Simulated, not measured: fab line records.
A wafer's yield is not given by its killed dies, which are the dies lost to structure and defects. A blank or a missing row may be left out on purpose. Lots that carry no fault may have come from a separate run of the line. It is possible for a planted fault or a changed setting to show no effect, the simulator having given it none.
Chamber matching || flow n5 finfet || N5_BEOL_M4_PECVD_72 on pecvd-03 has 3 sister chambers
The step deposits SiO2 from TEOS/O2, target thk 16 nm, time 18 s. 6 wafers are shown with their chamber, then 12 later ones without.

== WAFERS WITH THEIR CHAMBER ==
{"wafer": "L085.1", "chamber": 2, "showerhead plenum p Torr (Torr)": 8.86, "heater power w (W)": 961}
{"wafer": "L085.4", "chamber": 0, "showerhead plenum p Torr (Torr)": 8.74, "heater power w (W)": 724}
{"wafer": "L085.6", "chamber": 2, "showerhead plenum p Torr (Torr)": 8.86, "heater power w (W)": 972}
{"wafer": "L087.1", "chamber": 1, "showerhead plenum p Torr (Torr)": 8.76, "heater power w (W)": 767}
{"wafer": "L087.2", "chamber": 0, "showerhead plenum p Torr (Torr)": 8.76, "heater power w (W)": 725}
{"wafer": "L087.4", "chamber": 1, "showerhead plenum p Torr (Torr)": 8.75, "heater power w (W)": 785}

== WAFERS MISSING THEIR CHAMBER ==
{"wafer": "L089.2", "showerhead plenum p Torr (Torr)": 8.74, "heater power w (W)": 810}
{"wafer": "L089.3", "showerhead plenum p Torr (Torr)": 8.74, "heater power w (W)": 681}
{"wafer": "L089.6", "showerhead plenum p Torr (Torr)": 8.74, "heater power w (W)": 692}
{"wafer": "L092.2", "showerhead plenum p Torr (Torr)": 8.76, "heater power w (W)": 726}
{"wafer": "L092.4", "showerhead plenum p Torr (Torr)": 8.78, "heater power w (W)": 767}
{"wafer": "L092.6", "showerhead plenum p Torr (Torr)": 8.77, "heater power w (W)": 717}
{"wafer": "L096.1", "showerhead plenum p Torr (Torr)": 8.84, "heater power w (W)": 953}
{"wafer": "L096.3", "showerhead plenum p Torr (Torr)": 8.78, "heater power w (W)": 708}
{"wafer": "L096.5", "showerhead plenum p Torr (Torr)": 8.85, "heater power w (W)": 965}
{"wafer": "L095.1", "showerhead plenum p Torr (Torr)": 8.75, "heater power w (W)": 808}
{"wafer": "L095.2", "showerhead plenum p Torr (Torr)": 8.85, "heater power w (W)": 832}
{"wafer": "L095.4", "showerhead plenum p Torr (Torr)": 8.83, "heater power w (W)": 825}

== EACH ONE'S CHAMBER ==
{"wafer": "L089.2", "from the rows above": 1, "in truth": 1}
{"wafer": "L089.3", "from the rows above": 0, "in truth": 0}
{"wafer": "L089.6", "from the rows above": 0, "in truth": 0}
{"wafer": "L092.2", "from the rows above": 0, "in truth": 0}
{"wafer": "L092.4", "from the rows above": 1, "in truth": 1}
{"wafer": "L092.6", "from the rows above": 0, "in truth": 0}
{"wafer": "L096.1", "from the rows above": 2, "in truth": 2}
{"wafer": "L096.3", "from the rows above": 0, "in truth": 0}
{"wafer": "L096.5", "from the rows above": 2, "in truth": 2}
{"wafer": "L095.1", "from the rows above": 1, "in truth": 1}
{"wafer": "L095.2", "from the rows above": 1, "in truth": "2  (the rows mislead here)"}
{"wafer": "L095.4", "from the rows above": 1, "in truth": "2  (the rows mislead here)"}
Correctly placed: 10 of 12. Number that these rows cannot place: 0. Placed wrongly: 2.
How it was worked out, from the rows above alone: a wafer's distance from a chamber is the root of the sum, over the readings, of the square of ((its reading less the chamber's mean) divided by the reading's scatter). The wafer belongs to the nearest chamber; if the next one is less than 2 further off, it can't be placed. Each chamber's mean is taken over the wafers shown for it. How the scatter is found: for the shown wafers, subtract from each reading the mean of its chamber, square and add these, divide the total by (wafers less chambers), then take the root.
